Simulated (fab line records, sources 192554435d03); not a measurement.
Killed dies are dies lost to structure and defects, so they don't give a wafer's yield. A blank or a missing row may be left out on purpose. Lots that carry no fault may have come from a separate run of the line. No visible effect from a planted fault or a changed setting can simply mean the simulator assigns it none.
Chamber matching | flow n5Finfet | N5_BEOL_M8_ILD_DEP_00 on pecvd-04: 3 sister chambers
The step deposits SiCOH lowk from DEMS/porogen, target thk 179.75 nm, time 33.4 s. 18 wafers are shown with their chamber, then 9 later ones without.

WAFERS WITH THEIR CHAMBER
wafer  | chamber | throttleValvePct (%) | heaterPowerW (W) | heaterPowerOuterW (W)
L075.1 | 2       | 12.9                 | 251              | 123
L075.2 | 1       | 14.4                 | 395              | 180
L075.4 | 1       | 14.3                 | 408              | 190
L081.1 | 1       | 14.3                 | 441              | 219
L081.2 | 0       | 13.2                 | 303              | 131
L081.6 | 2       | 13.1                 | 226              | 103
L080.2 | 1       | 14.5                 | 431              | 210
L080.5 | 2       | 12.9                 | 252              | 126
L080.6 | 1       | 14.2                 | 438              | 213
L083.1 | 2       | 13.0                 | 204              | 80
L083.3 | 1       | 14.2                 | 373              | 169
L083.5 | 2       | 13.1                 | 198              | 87
L084.1 | 1       | 14.4                 | 390              | 186
L084.3 | 0       | 13.2                 | 284              | 111
L084.6 | 1       | 14.5                 | 403              | 190
L093.1 | 0       | 13.0                 | 298              | 126
L093.2 | 1       | 14.5                 | 419              | 196
L093.4 | 2       | 13.1                 | 218              | 107

SIGNATURES, as means of the wafers listed above
reading           | chamber 0 | chamber 1 | chamber 2 | scatter within a chamber
throttleValvePct  | 13.133    | 14.367    | 13.017    | 0.114
heaterPowerW      | 295.00    | 410.89    | 224.83    | 21.8
heaterPowerOuterW | 122.67    | 194.78    | 104.33    | 16.5
Rule: distance of a wafer from a chamber = root of the sum over the readings of ((wafer's reading minus chamber's mean) / reading's scatter) squared. If the next closest chamber is less than 2 further off than the closest, the wafer can't be placed; otherwise it belongs to the closest. How the scatter is found: for the shown wafers, subtract from each reading the mean of its chamber, square and add these, divide the total by (wafers less chambers), then take the root.

WAFERS MISSING THEIR CHAMBER
wafer  | throttleValvePct (%) | heaterPowerW (W) | heaterPowerOuterW (W)
L094.2 | 14.6                 | 433              | 221
L094.4 | 14.6                 | 450              | 217
L094.6 | 13.3                 | 283              | 115
L095.1 | 13.5                 | 294              | 131
L095.4 | 13.2                 | 225              | 103
L095.6 | 13.1                 | 305              | 128
L097.3 | 13.3                 | 222              | 100
L097.4 | 14.2                 | 416              | 207
L097.5 | 13.1                 | 223              | 104

WHICH CHAMBER EACH WENT THROUGH
wafer  | from the rows above     | in truth
L094.2 | 1                       | 1
L094.4 | 1                       | 1
L094.6 | 0                       | 0
L095.1 | 0                       | 0
L095.4 | can't be placed: 2 or 0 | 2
L095.6 | 0                       | 0
L097.3 | can't be placed: 2 or 0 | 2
L097.4 | 1                       | 1
L097.5 | 2                       | 2
Placed correctly: 7 of 9. These rows do not allow placing 2 (true chamber among the candidates in 2). Placed wrongly: 0.
